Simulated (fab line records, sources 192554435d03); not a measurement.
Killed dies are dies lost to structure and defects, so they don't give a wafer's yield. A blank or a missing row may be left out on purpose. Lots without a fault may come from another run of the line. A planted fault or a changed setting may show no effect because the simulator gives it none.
Which tool did it? | flow n5_finfet | 9 lots, 27 wafers sampled, at 6 steps of a route of 1938

WHAT THE GAUGES READ, wafer by wafer
N5_BEOL_M2_INSPECT_13: inspects for defects (brightfield). Usual: raw_defect_count 422, standard deviation 98.
lot  | measured     | on                | raw_defect_count | flag
L177 | day 7 11:06  | defect_inspect-01 | 407 307 334      |
L186 | day 8 22:52  | defect_inspect-02 | 465 374 423      |
L190 | day 10 03:09 | defect_inspect-02 | 624 491 481      |
L192 | day 10 10:17 | defect_inspect-01 | 397 303 306      |
L193 | day 10 20:11 | defect_inspect-01 | 389 329 357      |
L194 | day 11 01:46 | defect_inspect-01 | 531 439 497      |
L197 | day 11 16:03 | defect_inspect-01 | 372 396 378      |
L196 | day 11 16:13 | defect_inspect-02 | 313 338 314      |
L198 | day 12 00:17 | defect_inspect-02 | 391 342 602      |

N5_BEOL_M2_OVL_MEAS_29. Usual: V1_OVL -0.2 nm, standard deviation 0.57.
lot  | measured     | on         | V1_OVL (nm)    | flag
L177 | day 7 12:13  | overlay-02 | -0.1 -0.9 -0.2 |
L186 | day 8 23:49  | overlay-02 | 0.8 0.9 0.9    |
L190 | day 10 04:53 | overlay-01 | -0.6 -1.0 0.0  |
L192 | day 10 11:23 | overlay-02 | 8.3 8.4 8.9    | OFF
L193 | day 10 21:10 | overlay-02 | 8.2 8.0 8.1    | OFF
L194 | day 11 02:35 | overlay-01 | 8.2 7.8 7.8    | OFF
L197 | day 11 16:54 | overlay-02 | -0.2 0.7 -0.8  |
L196 | day 11 17:02 | overlay-02 | 0.1 -0.9 -0.6  |
L198 | day 12 01:07 | overlay-02 | 0.2 0.0 0.6    |

N5_BEOL_M4_RC_MEAS_101. Usual: DIBL_N 36.5 mV/V, standard deviation 2; DIBL_P 36.5 mV/V, standard deviation 2.3; IOFF_N 0.16 nA/um, standard deviation 0.036; IOFF_P 0.21 nA/um, standard deviation 0.037; ION_N 672 uA/um, standard deviation 12; ION_P 459 uA/um, standard deviation 7.1; SS_N 71.6 mV/dec, standard deviation 0.73; SS_P 73.4 mV/dec, standard deviation 0.76; VT_N 250 mV, standard deviation 3.3; VT_P -250.5 mV, standard deviation 2.9.
lot  | measured     | on        | DIBL_N (mV/V)  | DIBL_P (mV/V)  | IOFF_N (nA/um) | IOFF_P (nA/um) | ION_N (uA/um) | ION_P (uA/um) | SS_N (mV/dec)  | SS_P (mV/dec)  | VT_N (mV)   | VT_P (mV)            | flag
L177 | day 8 23:19  | prober-02 | 37.5 39.7 38.2 | 37.7 40.1 38.4 | 0.16 0.20 0.17 | 0.22 0.25 0.23 | 672 676 673   | 459 464 461   | 71.8 72.6 72.1 | 74.5 74.9 74.8 | 248 248 250 | -247.8 -246.5 -249.2 |
L186 | day 10 13:52 | prober-01 | 34.3 33.8 31.9 | 35.4 33.2 32.0 | 0.13 0.11 0.10 | 0.20 0.16 0.16 | 664 630 658   | 462 439 459   | 71.3 72.2 71.1 | 72.5 72.7 72.3 | 253 259 255 | -249.4 -255.7 -251.8 |
L190 | day 11 17:46 | prober-02 | 38.6 36.4 38.8 | 38.0 35.2 38.0 | 0.19 0.14 0.18 | 0.24 0.18 0.23 | 666 649 664   | 449 452 457   | 72.4 72.4 72.6 | 73.0 72.6 73.2 | 248 254 253 | -249.1 -252.1 -249.6 |
L192 | day 11 22:42 | prober-02 | 37.0 37.3 39.1 | 35.9 34.9 38.0 | 0.15 0.14 0.19 | 0.20 0.19 0.25 | 671 645 681   | 459 444 464   | 72.1 71.8 71.4 | 73.0 72.9 73.8 | 251 253 249 | -251.3 -251.0 -246.2 |
L193 | day 12 16:20 | prober-01 | 36.3 36.5 36.8 | 34.2 35.2 35.0 | 0.15 0.15 0.15 | 0.18 0.19 0.19 | 670 683 663   | 454 465 453   | 71.7 71.3 72.0 | 73.4 73.0 73.7 | 251 248 254 | -254.5 -249.9 -252.3 |
L194 | day 12 10:17 | prober-02 | 35.3 35.1 36.7 | 33.9 33.6 35.6 | 0.13 0.13 0.15 | 0.20 0.19 0.23 | 667 671 679   | 463 464 470   | 70.7 70.4 71.5 | 72.7 72.4 73.3 | 253 252 249 | -247.5 -250.6 -247.3 |
L197 | day 13 09:34 | prober-01 | 39.5 36.8 34.2 | 41.0 37.8 34.2 | 0.23 0.18 0.12 | 0.29 0.24 0.17 | 697 688 664   | 475 464 459   | 71.6 71.4 71.0 | 74.7 73.5 72.8 | 243 246 254 | -246.4 -246.8 -250.7 |
L196 | day 13 10:04 | prober-02 | 36.7 38.1 38.2 | 36.8 38.8 38.9 | 0.15 0.17 0.17 | 0.20 0.22 0.23 | 670 671 678   | 454 458 458   | 71.4 71.5 72.2 | 73.5 73.9 73.0 | 253 248 249 | -255.1 -251.8 -251.8 |
L198 | day 13 21:25 | prober-01 | 38.1 37.5 37.7 | 41.2 39.5 39.4 | 0.24 0.21 0.21 | 0.30 0.26 0.26 | 691 684 661   | 474 467 449   | 72.1 71.8 72.3 | 73.9 74.3 74.0 | 243 248 247 | -243.0 -246.6 -245.4 |

WHICH TOOL RAN EACH LOT (tool, then ch and the chambers of the sampled wafers, then the start)
lot  | N5_BEOL_M2_EXPOSE_25              | N5_BEOL_M2_DESCUM_33               | N5_BEOL_M2_ETCH_69
L177 | euv_scanner-01 ch 0, day 7 12:03  | rie_diel-05 ch 0,2,3, day 7 12:19  | rie_diel-05 ch 0,2,3, day 7 12:22
L186 | euv_scanner-02 ch 0, day 8 23:38  | rie_diel-01 ch 1,2, day 8 23:54    | rie_diel-01 ch 1,2, day 8 23:58
L190 | euv_scanner-02 ch 0, day 10 04:43 | rie_diel-06 ch 0,2,3, day 10 05:30 | rie_diel-06 ch 0,2,3, day 10 05:33
L192 | euv_scanner-02 ch 0, day 10 11:12 | rie_diel-01 ch 0,2,3, day 10 11:28 | rie_diel-01 ch 0,2,3, day 10 11:31
L193 | euv_scanner-02 ch 0, day 10 20:59 | rie_diel-06 ch 1,3, day 10 21:15   | rie_diel-06 ch 1,3, day 10 21:18
L194 | euv_scanner-02 ch 0, day 11 02:25 | rie_diel-06 ch 0,3, day 11 02:41   | rie_diel-06 ch 0,3, day 11 02:44
L197 | euv_scanner-01 ch 0, day 11 16:44 | rie_diel-01 ch 0,2,3, day 11 16:59 | rie_diel-01 ch 0,2,3, day 11 17:03
L196 | euv_scanner-01 ch 0, day 11 16:52 | rie_diel-05 ch 0,1,3, day 11 17:07 | rie_diel-05 ch 0,1,3, day 11 17:10
L198 | euv_scanner-01 ch 0, day 12 00:57 | rie_diel-06 ch 1,2,3, day 12 01:13 | rie_diel-06 ch 1,2,3, day 12 01:16
- N5_BEOL_M2_EXPOSE_25: exposes mask V1, defocus 5 nm.
- N5_BEOL_M2_DESCUM_33: chemistry O2, time 7 s.
- N5_BEOL_M2_ETCH_69: etches SiARC in CF4, target depth 15.6 nm, time 26 s.

WHAT THE TOOLS THEMSELVES READ (means of the sampled wafers that have a number; where no wafer has one, the mark that the record gives instead)
N5_BEOL_M2_DESCUM_33. Usual: drypump_motor_current_A 5.8 A, standard deviation 0.63; oes_product_au 0.78 a.u., standard deviation 0.091; rf_vpp_V 242.8 V, standard deviation 1.4; showerhead_plenum_p_Torr 2.07 Torr, standard deviation 0.074; temp_c 40.02 C, standard deviation 0.12; throttle_valve_pct 20.42 %, standard deviation 0.24.
lot  | tool        | drypump_motor_current_A (A) | oes_product_au (a.u.) | rf_vpp_V (V) | showerhead_plenum_p_Torr (Torr) | temp_c (C) | throttle_valve_pct (%) | flag
L177 | rie_diel-05 | 5.9                         | 0.72                  | 242.2        | 2.09                            | 40.04      | 20.52                  |
L186 | rie_diel-01 | 6.2                         | 0.75                  | 243.8        | 2.10                            | 39.97      | 20.53                  |
L190 | rie_diel-06 | 5.5                         | 0.76                  | 241.4        | 2.01                            | 40.04      | 20.36                  |
L192 | rie_diel-01 | 6.3                         | 0.88                  | 244.1        | 2.15                            | 40.24      | 20.14                  |
L193 | rie_diel-06 | 5.1                         | 0.81                  | 242.7        | 2.05                            | 40.06      | 20.27                  |
L194 | rie_diel-06 | 5.9                         | 0.72                  | 241.7        | 2.01                            | 39.88      | 20.59                  |
L197 | rie_diel-01 | 6.3                         | 0.86                  | 244.0        | 2.15                            | 40.05      | 20.16                  |
L196 | rie_diel-05 | 6.0                         | 0.72                  | 241.9        | 2.05                            | 40.05      | 20.62                  |
L198 | rie_diel-06 | 5.3                         | 0.81                  | 243.6        | 2.05                            | 40.07      | 20.21                  |

N5_BEOL_M2_ETCH_69. Usual: drypump_motor_current_A 5.8 A, standard deviation 0.63; etch_rf_on_time_s 26.0 s, standard deviation 0.63; mfc_ar_sccm 100.0 sccm, standard deviation 0.3; oes_product_au 0.67 a.u., standard deviation 0.078; rf_vpp_V 183.8 V, standard deviation 1.1; showerhead_plenum_p_Torr 2.12 Torr, standard deviation 0.068; throttle_valve_pct 15.58 %, standard deviation 0.24.
lot  | tool        | drypump_motor_current_A (A) | etch_rf_on_time_s (s) | mfc_ar_sccm (sccm) | oes_product_au (a.u.) | rf_vpp_V (V) | showerhead_plenum_p_Torr (Torr) | throttle_valve_pct (%) | flag
L177 | rie_diel-05 | 5.9                         | 26.3                  | 99.8               | 0.62                  | 183.8        | 2.13                            | 15.69                  |
L186 | rie_diel-01 | 6.2                         | 26.0                  | 100.2              | 0.63                  | 183.6        | 2.13                            | 15.67                  |
L190 | rie_diel-06 | 5.5                         | 26.0                  | 99.9               | 0.65                  | 183.5        | 2.06                            | 15.55                  |
L192 | rie_diel-01 | 6.3                         | 25.4                  | 100.0              | 0.77                  | 184.7        | 2.19                            | 15.31                  |
L193 | rie_diel-06 | 5.1                         | 26.0                  | 99.8               | 0.69                  | 183.2        | 2.09                            | 15.41                  |
L194 | rie_diel-06 | 5.9                         | 26.1                  | 99.9               | 0.63                  | 181.5        | 2.05                            | 15.73                  |
L197 | rie_diel-01 | 6.3                         | 25.2                  | 99.8               | 0.74                  | 184.2        | 2.19                            | 15.34                  |
L196 | rie_diel-05 | 6.0                         | 26.3                  | 100.2              | 0.62                  | 183.1        | 2.10                            | 15.78                  |
L198 | rie_diel-06 | 5.3                         | 26.1                  | 99.9               | 0.70                  | 183.5        | 2.09                            | 15.36                  |

THE ANSWER, worked out from the rows above alone
Rule: a lot is off if the mean of its wafers that have a number lies more than 3 standard deviations from the usual mean. A lot without any number at a reading at which 4 lots or more have one is off too. The other lots that the step has rows for count as sound. The gauges are gone through in route order, then the tools' own readings, and for those a lot's mean is taken as printed above. The first step at which some lot is off is used, and at that step the reading that is off furthest; a lot without a number counts as furthest.
Off: L192, L193, L194, at N5_BEOL_M2_OVL_MEAS_29 (V1_OVL).
A tool fits if, at a process step before that reading, it ran every lot that is off, and no sound lot after the first of them. The gauges at N5_BEOL_M2_OVL_MEAS_29 are tried like those tools. One fits: euv_scanner-02 at N5_BEOL_M2_EXPOSE_25. Its last sound lot is L190 (day 10 04:43), its first lot that is off L192 (day 10 11:12): a fault that began between those two fits.

WHAT THE SIMULATOR HAD PUT IN
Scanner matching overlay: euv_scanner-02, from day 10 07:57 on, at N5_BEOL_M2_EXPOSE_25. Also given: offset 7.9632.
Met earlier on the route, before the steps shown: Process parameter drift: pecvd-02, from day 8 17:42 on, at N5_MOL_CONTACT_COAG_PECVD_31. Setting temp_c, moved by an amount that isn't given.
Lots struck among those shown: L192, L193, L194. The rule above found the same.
